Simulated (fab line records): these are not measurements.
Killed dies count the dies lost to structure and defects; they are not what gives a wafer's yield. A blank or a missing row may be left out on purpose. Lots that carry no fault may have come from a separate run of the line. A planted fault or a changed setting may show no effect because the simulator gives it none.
Chamber matching + flow n5-finfet + 3 sister chambers for N5_BEOL_M9_ILD_DEP_00 on pecvd-01
The step deposits SiCOH lowk from DEMS/porogen, target thk 308.51 nm, time 58 s. 3 wafers are shown with their chamber, then 12 later ones without.

EACH WAFER AND ITS CHAMBER
| wafer  | chamber | throttle-valve-pct (%) |
|--------|---------|------------------------|
| L086.1 | 0       | 13.7                   |
| L086.3 | 2       | 14.0                   |
| L086.4 | 1       | 16.2                   |

WAFERS WITHOUT THEIR CHAMBER
| wafer  | throttle-valve-pct (%) |
|--------|------------------------|
| L089.1 | 13.8                   |
| L089.5 | 16.5                   |
| L089.6 | 13.5                   |
| L088.1 | 13.8                   |
| L088.4 | 14.3                   |
| L088.5 | 13.7                   |
| L092.3 | 13.5                   |
| L092.4 | 16.1                   |
| L092.6 | 16.2                   |
| L097.1 | 13.3                   |
| L097.2 | 16.1                   |
| L097.3 | 14.4                   |

WHICH CHAMBER EACH ONE RAN IN
| wafer  | from the rows above     | in truth |
|--------|-------------------------|----------|
| L089.1 | can't be placed: 0 or 2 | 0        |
| L089.5 | 1                       | 1        |
| L089.6 | can't be placed: 0 or 2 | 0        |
| L088.1 | can't be placed: 0 or 2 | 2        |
| L088.4 | can't be placed: 2 or 0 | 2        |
| L088.5 | can't be placed: 0 or 2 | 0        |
| L092.3 | can't be placed: 0 or 2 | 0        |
| L092.4 | 1                       | 1        |
| L092.6 | 1                       | 1        |
| L097.1 | can't be placed: 0 or 2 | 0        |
| L097.2 | 1                       | 1        |
| L097.3 | can't be placed: 2 or 0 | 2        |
4 of 12 placed correctly. Unplaceable from these rows: 8, with the true chamber sitting among the candidates in 8. 0 placed wrongly.
How it was worked out, from the rows above alone: a wafer's distance from a chamber is the root of the sum, over the readings, of the square of ((its reading less the chamber's mean) divided by the reading's scatter). If the next closest chamber is less than 2 further off than the closest, the wafer can't be placed; otherwise it belongs to the closest. Each chamber's mean is taken over the wafers shown for it. The scatter (one wafer shown for each chamber): square how far every hidden wafer sits from the nearest shown wafer, average those squares and take the square root.
